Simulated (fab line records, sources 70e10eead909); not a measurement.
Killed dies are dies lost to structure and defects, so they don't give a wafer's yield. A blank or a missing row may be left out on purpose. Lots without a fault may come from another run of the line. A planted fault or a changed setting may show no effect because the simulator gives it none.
Chamber matching | flow nand_harc | NHARC_P_M2_STRIP_18 on rie_diel-12: 4 sister chambers
The step strips in N2/H2. 8 wafers are shown with their chamber, then 7 later ones without.

WAFERS WITH THEIR CHAMBER
wafer  | chamber | drypump_motor_current_A (A) | oes_product_au (a.u.)
L077.6 | 1       | 6.0                         | 1.004
L078.6 | 1       | 5.9                         | 1.001
L085.2 | 2       | 5.5                         | 0.998
L085.6 | 0       | 5.4                         | 1.001
L086.2 | 0       | 5.4                         | 0.993
L086.4 | 2       | 5.5                         | 0.992
L090.2 | 3       | 5.8                         | 0.997
L090.4 | 3       | 5.8                         | 0.995

WAFERS WITHOUT THEIR CHAMBER
wafer  | drypump_motor_current_A (A) | oes_product_au (a.u.)
L090.6 | 5.4                         | 1.001
L092.3 | 5.5                         | 1.008
L092.4 | 5.8                         | 0.998
L092.5 | 5.5                         | 1.003
L097.2 | 5.5                         | 1.012
L097.4 | 5.4                         | 1.004
L097.6 | 5.5                         | 1.011

WHICH CHAMBER EACH WENT THROUGH
wafer  | from the rows above     | in truth
L090.6 | 0                       | 0
L092.3 | can't be placed: 2 or 0 | 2
L092.4 | 3                       | 3
L092.5 | can't be placed: 2 or 0 | 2
L097.2 | can't be placed: 2 or 0 | 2
L097.4 | can't be placed: 0 or 2 | 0
L097.6 | can't be placed: 2 or 0 | 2
Placed correctly: 2 of 7. Can't be placed from these rows: 5 (the true chamber is among the candidates in 5). Placed wrongly: 0.
How it was worked out, from the rows above alone: a wafer's distance from a chamber is the root of the sum, over the readings, of the square of ((its reading less the chamber's mean) divided by the reading's scatter). The wafer belongs to the nearest chamber; if the next one is less than 2 further off, it can't be placed. A chamber's mean is the mean of its shown wafers. The scatter: the root of (the sum of the squares of (reading less its chamber's mean) over the shown wafers, divided by (wafers less chambers)).
